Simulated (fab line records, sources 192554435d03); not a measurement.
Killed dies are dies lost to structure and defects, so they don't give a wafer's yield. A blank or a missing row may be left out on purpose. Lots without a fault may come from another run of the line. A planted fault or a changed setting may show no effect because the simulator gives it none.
Split-lot experiment | flow n5_finfet | 7 lots, 39 wafers read, on a route of 1938 steps

THE SPLIT
At N5_BEOL_M9_TRENCH_ETCH_37 (etches SiCOH lowk in C4F6/O2, target depth 151.43 nm, time 49 s), the setting target_depth_a was moved away from the recipe's 1514.3 angstrom on 15 of the 39 wafers read, by -56.2% to +28.4%. The other wafers ran this setting at the recipe's value.

FROM THE SPLIT TO THE READING: what the file shows between them, 11 steps
- N5_BEOL_M9_ETCH_41: etches SiCN in CH3F/O2, target depth 36.6 nm, time 70.1 s
- N5_BEOL_M9_STRIP_80: strips in N2/H2, time 10 s
- N5_BEOL_M9_OCD_MEAS_38
- N5_BEOL_M9_CVD_78: deposits Co from CCTBA/H2, target thk 2 nm, time 138.9 s (also split here: target_thk_a)
- N5_BEOL_M9_SPUTTER_48: material Cu, target thk 12 nm, time 2 s
- N5_BEOL_M9_ECD_50: material Cu, target thk 318 nm
- N5_BEOL_M9_ANNEAL_51: time 90 s
- N5_BEOL_M9_CMP_52: polishes, stops on SiCOH lowk, t overpolish 7 s, target thk 140 nm
- N5_BEOL_M9_THK_MEAS_53: measures by xrf
- N5_BEOL_M9_PRE_CLEAN_55: time 15 s
- N5_BEOL_M9_DEP_56: deposits SiCN from 3MS/NH3, target thk 15 nm, time 26.5 s

THE READING
M9_RS, in ohm/sq, at N5_BEOL_M9_RS_MEAS_57 (measures by four-point-probe). Fault-free wafers of this fab line usually give 0.153 ohm/sq, standard deviation 0.0048 ohm/sq.

wafer  | tool, chamber at the split | target_depth_a as run, angstrom | against the recipe | M9_RS, ohm/sq | against lot-mates on the recipe
L076.1 | rie_diel-02, 1             | 1514.3                          | recipe             | 0.157         | -
L076.2 | rie_diel-02, 0             | 1514.3                          | recipe             | 0.161         | -
L076.3 | rie_diel-02, 3             | 1056                            | -30.3%             | 0.249         | +0.089
L076.4 | rie_diel-02, 2             | 1056                            | -30.3%             | 0.255         | +0.095
L076.5 | rie_diel-02, 3             | 1056                            | -30.3%             | 0.248         | +0.088
L076.6 | rie_diel-02, 0             | 1514.3                          | recipe             | 0.162         | -
L078.1 | rie_diel-06, 1             | 1514.3                          | recipe             | 0.150         | -
L078.2 | rie_diel-06, 2             | 663.6                           | -56.2%             | 0.483         | +0.334
L078.3 | rie_diel-06, 0             | 1514.3                          | recipe             | 0.146         | -
L078.4 | rie_diel-06, 3             | 663.6                           | -56.2%             | 0.480         | +0.331
L078.5 | rie_diel-06, 0             | 1514.3                          | recipe             | 0.150         | -
L078.6 | rie_diel-06, 3             | 663.6                           | -56.2%             | 0.472         | +0.323
L081.1 | rie_diel-02, 1             | 1514.3                          | recipe             | 0.159         | -
L081.2 | rie_diel-02, 0             | 1514.3                          | recipe             | 0.160         | -
L081.3 | rie_diel-02, 3             | 1514.3                          | recipe             | 0.154         | -
L081.4 | rie_diel-02, 2             | 1514.3                          | recipe             | 0.156         | -
L081.5 | rie_diel-02, 1             | 1514.3                          | recipe             | 0.155         | -
L081.6 | rie_diel-02, 0             | 1514.3                          | recipe             | 0.157         | -
L080.1 | rie_diel-06, 0             | 1272                            | -16.0%             | 0.191         | +0.033
L080.2 | rie_diel-06, 2             | 1514.3                          | recipe             | 0.159         | -
L080.3 | rie_diel-06, 3             | 1514.3                          | recipe             | 0.159         | -
L080.4 | rie_diel-06, 1             | 1272                            | -16.0%             | 0.190         | +0.032
L080.5 | rie_diel-06, 2             | 1272                            | -16.0%             | 0.201         | +0.043
L080.6 | rie_diel-06, 1             | 1514.3                          | recipe             | 0.156         | -
L086.1 | rie_diel-04, 0             | 1514.3                          | recipe             | 0.147         | -
L086.2 | rie_diel-04, 2             | 1220                            | -19.4%             | 0.200         | +0.052
L086.3 | rie_diel-04, 3             | 1514.3                          | recipe             | 0.149         | -
L086.4 | rie_diel-04, 1             | 1220                            | -19.4%             | 0.201         | +0.053
L086.5 | rie_diel-04, 3             | 1514.3                          | recipe             | 0.149         | -
L086.6 | rie_diel-04, 2             | 1220                            | -19.4%             | 0.200         | +0.052
L089.2 | rie_diel-02, 0             | 1514.3                          | recipe             | 0.144         | -
L089.5 | rie_diel-02, 2             | 1514.3                          | recipe             | 0.157         | -
L089.6 | rie_diel-02, 1             | 1514.3                          | recipe             | 0.160         | -
L090.1 | rie_diel-06, 1             | 1514.3                          | recipe             | 0.148         | -
L090.2 | rie_diel-06, 3             | 1944                            | +28.4%             | 0.113         | -0.038
L090.3 | rie_diel-06, 2             | 1514.3                          | recipe             | 0.158         | -
L090.4 | rie_diel-06, 0             | 1514.3                          | recipe             | 0.146         | -
L090.5 | rie_diel-06, 1             | 1944                            | +28.4%             | 0.112         | -0.039
L090.6 | rie_diel-06, 2             | 1944                            | +28.4%             | 0.117         | -0.034

THE FIT
A straight line over all 39 wafers: M9_RS changes by -0.00423 ohm/sq for each +1% of target_depth_a; r = -0.91; the points scatter about the line by 0.037 ohm/sq.
The same after taking each lot's own level away (the mean of its wafers on the recipe; 39 wafers): -0.00424 ohm/sq for each +1%; r = -0.91; scatter 0.039 ohm/sq.
On that fit, the largest move of target_depth_a shifts the reading by 0.24 ohm/sq.
The lots' own levels span 0.1483 to 0.1600 ohm/sq, that is 2.4 times the standard deviation above.
So the lot-to-lot level changes the slope little: the two slopes agree.
Check: with one of the wafers moved furthest among these (-56.2%) left out of the fit, the line predicts +0.222 ohm/sq for it against its lot-mates. It came out at +0.334 ohm/sq against them.

OTHER SPLITS ON THESE WAFERS
These wafers also went through other splits before the reading. Each is held against what the fit with the lots' levels taken away leaves over:
other split on the same wafers | wafers away from the commonest value | r with M9_RS (lot level and that fit taken away)
N5_BEOL_M9_CVD_78 target_thk_a | 9                                    | -0.08

THE WHOLE CHAIN: every reading that the file lists as answering this split, in the file's order
step                      | what it does                                                       | reading                                                                          | change (the file's fit)              | r (the file's)
N5_BEOL_M9_TRENCH_ETCH_37 | etches SiCOH lowk in C4F6/O2, target depth 151.43 nm, time 49 s    | BEOL_M9.feature_depth_nm (the simulator's own value, which no gauge read)        | +1.54 nm for each +1% of the setting | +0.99
N5_BEOL_M9_TRENCH_ETCH_37 | etches SiCOH lowk in C4F6/O2, target depth 151.43 nm, time 49 s    | etch.depth_nm (the simulator's own value, which no gauge read)                   | +1.54 nm for each +1% of the setting | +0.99
N5_BEOL_M9_TRENCH_ETCH_37 | etches SiCOH lowk in C4F6/O2, target depth 151.43 nm, time 49 s    | TiN_of_BEOL_M9_HM_DEP_02.thk_nm (the simulator's own value, which no gauge read) | -0.04 nm for each +1% of the setting | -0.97
N5_BEOL_M9_OCD_MEAS_38    |                                                                    | trench_depth_nm                                                                  | +1.54 nm for each +1% of the setting | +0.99
N5_BEOL_M9_CMP_52         | polishes, stops on SiCOH lowk, t overpolish 7 s, target thk 140 nm | Cu_of_BEOL_M9_ECD_50.thk_nm (the simulator's own value, which no gauge read)     | +1.55 nm for each +1% of the setting | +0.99
N5_BEOL_M9_THK_MEAS_53    | measures by xrf                                                    | M9_THK                                                                           | +1.56 for each +1% of the setting    | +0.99
N5_BEOL_M9_RS_MEAS_57     | measures by four-point-probe                                       | M9_RS                                                                            | -0.00434 for each +1% of the setting | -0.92

THE FILE'S OWN FIT
M9_RS changes by -0.00434 ohm/sq for each +1% of target_depth_a, r = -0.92.
